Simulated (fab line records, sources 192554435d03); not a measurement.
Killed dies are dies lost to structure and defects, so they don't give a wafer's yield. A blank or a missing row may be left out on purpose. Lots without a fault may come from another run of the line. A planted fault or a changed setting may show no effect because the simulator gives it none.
Split-lot experiment | flow n5_finfet | 7 lots, 39 wafers read, on a route of 1938 steps

THE SPLIT
At N5_BEOL_M2_ALD_98 (deposits SiO2, target thk 2.5 nm, pulse time 1 s, co reactant pulse time 1 s), the setting ald_cycles was moved away from the recipe's 17 on 9 of the 39 wafers read, by +23.5% to +35.3%. The other wafers ran this setting at the recipe's value.

The reading is taken at the split's own step.

THE READING
SiO2_of_BEOL_M2_ALD_98.thk_nm (the simulator's own value, which no gauge read), in nm, at N5_BEOL_M2_ALD_98 (deposits SiO2, target thk 2.5 nm, pulse time 1 s, co reactant pulse time 1 s). The file gives no usual value for it. The 30 wafers here that ran the recipe average 2.5 nm, standard deviation 0.1 nm.

wafer  | tool, chamber at the split | ald_cycles as run | against the recipe | SiO2_of_BEOL_M2_ALD_98.thk_nm, nm | against lot-mates on the recipe
L078.1 | ald_sin-04, 1,0,2          | 23                | +35.3%             | 3.4                               | +0.9
L078.2 | ald_sin-04, 1,0,2          | 23                | +35.3%             | 3.4                               | +0.9
L078.4 | ald_sin-04, 1,0,2          | 23                | +35.3%             | 3.4                               | +0.9
L078.3 | ald_sin-04, 3              | 17                | recipe             | 2.6                               | -
L078.5 | ald_sin-04, 3,0            | 17                | recipe             | 2.4                               | -
L078.6 | ald_sin-04, 3,0            | 17                | recipe             | 2.4                               | -
L079.4 | ald_sin-04, 0,2            | 17                | recipe             | 2.4                               | -
L079.5 | ald_sin-04, 0,2            | 17                | recipe             | 2.4                               | -
L079.6 | ald_sin-04, 1              | 17                | recipe             | 2.6                               | -
L081.1 | ald_sin-03, 2              | 17                | recipe             | 2.4                               | -
L081.2 | ald_sin-03, 1,3,0,1,2      | 17                | recipe             | 2.6                               | -
L081.3 | ald_sin-03, 1,3,0,1,2      | 17                | recipe             | 2.6                               | -
L081.4 | ald_sin-03, 1,3,0,1,2      | 17                | recipe             | 2.6                               | -
L081.5 | ald_sin-03, 1,3,0,1,2      | 17                | recipe             | 2.6                               | -
L081.6 | ald_sin-03, 1,3,0,1,2      | 17                | recipe             | 2.6                               | -
L084.1 | ald_sin-01, 2              | 17                | recipe             | 2.4                               | -
L084.5 | ald_sin-01, 2              | 17                | recipe             | 2.4                               | -
L084.2 | ald_sin-01, 0,3,1,3        | 17                | recipe             | 2.6                               | -
L084.3 | ald_sin-01, 0,3,1,3        | 17                | recipe             | 2.6                               | -
L084.4 | ald_sin-01, 0,3,1,3        | 17                | recipe             | 2.6                               | -
L084.6 | ald_sin-01, 0,3,1,3        | 17                | recipe             | 2.6                               | -
L085.1 | ald_sin-01, 0,2,2          | 21                | +23.5%             | 3                                 | +0.6
L085.3 | ald_sin-01, 0,2,2          | 21                | +23.5%             | 3                                 | +0.6
L085.6 | ald_sin-01, 0,2,2          | 21                | +23.5%             | 3                                 | +0.6
L085.2 | ald_sin-01, 1,3,3          | 17                | recipe             | 2.4                               | -
L085.4 | ald_sin-01, 1,3,3          | 17                | recipe             | 2.4                               | -
L085.5 | ald_sin-01, 1,3,3          | 17                | recipe             | 2.4                               | -
L095.1 | ald_sin-01, 2,0,1,0,1      | 17                | recipe             | 2.4                               | -
L095.3 | ald_sin-01, 2,0,1,0,1      | 17                | recipe             | 2.4                               | -
L095.4 | ald_sin-01, 2,0,1,0,1      | 17                | recipe             | 2.4                               | -
L095.5 | ald_sin-01, 2,0,1,0,1      | 17                | recipe             | 2.4                               | -
L095.6 | ald_sin-01, 2,0,1,0,1      | 17                | recipe             | 2.4                               | -
L095.2 | ald_sin-01, 3              | 17                | recipe             | 2.6                               | -
L097.1 | ald_sin-01, 0,3,3          | 17                | recipe             | 2.6                               | -
L097.2 | ald_sin-01, 0,3,3          | 17                | recipe             | 2.6                               | -
L097.5 | ald_sin-01, 0,3,3          | 17                | recipe             | 2.6                               | -
L097.3 | ald_sin-01, 2,0,2          | 21                | +23.5%             | 3                                 | +0.4
L097.4 | ald_sin-01, 2,0,2          | 21                | +23.5%             | 3                                 | +0.4
L097.6 | ald_sin-01, 2,0,2          | 21                | +23.5%             | 3                                 | +0.4
Where a row lists several chambers, the file gives one row for several wafers and doesn't say which wafer went through which chamber.

THE FIT
A straight line over all 39 wafers: SiO2_of_BEOL_M2_ALD_98.thk_nm changes by +0.0236 nm for each +1% of ald_cycles; r = +0.95; the points scatter about the line by 0.095 nm.
The same after taking each lot's own level away (the mean of its wafers on the recipe; 39 wafers): +0.0241 nm for each +1%; r = +0.96; scatter 0.087 nm.
On that fit, the largest move of ald_cycles shifts the reading by 0.85 nm.
The lots' own levels span 2.40 to 2.60 nm, that is 2.0 times the standard deviation above.
So the lot-to-lot level changes the slope little: the two slopes agree.
Check: with one of the wafers moved furthest among these (+35.3%) left out of the fit, the line predicts +0.83 nm for it against its lot-mates. It came out at +0.933 nm against them.

OTHER SPLITS ON THESE WAFERS
These wafers also went through other splits before the reading. Each is held against what the fit with the lots' levels taken away leaves over:
other split on the same wafers         | wafers away from the commonest value | r with SiO2_of_BEOL_M2_ALD_98.thk_nm (lot level and that fit taken away)
N5_SD_EPI_P_DESCUM_14 time_s           | 15                                   | -0.23
N5_MOL_CONTACT_COAG_ALD_131 ald_cycles | 15                                   | -0.16
N5_BEOL_M0_ALD_136 ald_cycles          | 15                                   | +0.03

THE FILE'S OWN FIT
SiO2_of_BEOL_M2_ALD_98.thk_nm changes by +0.024 nm for each +1% of ald_cycles, r = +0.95.
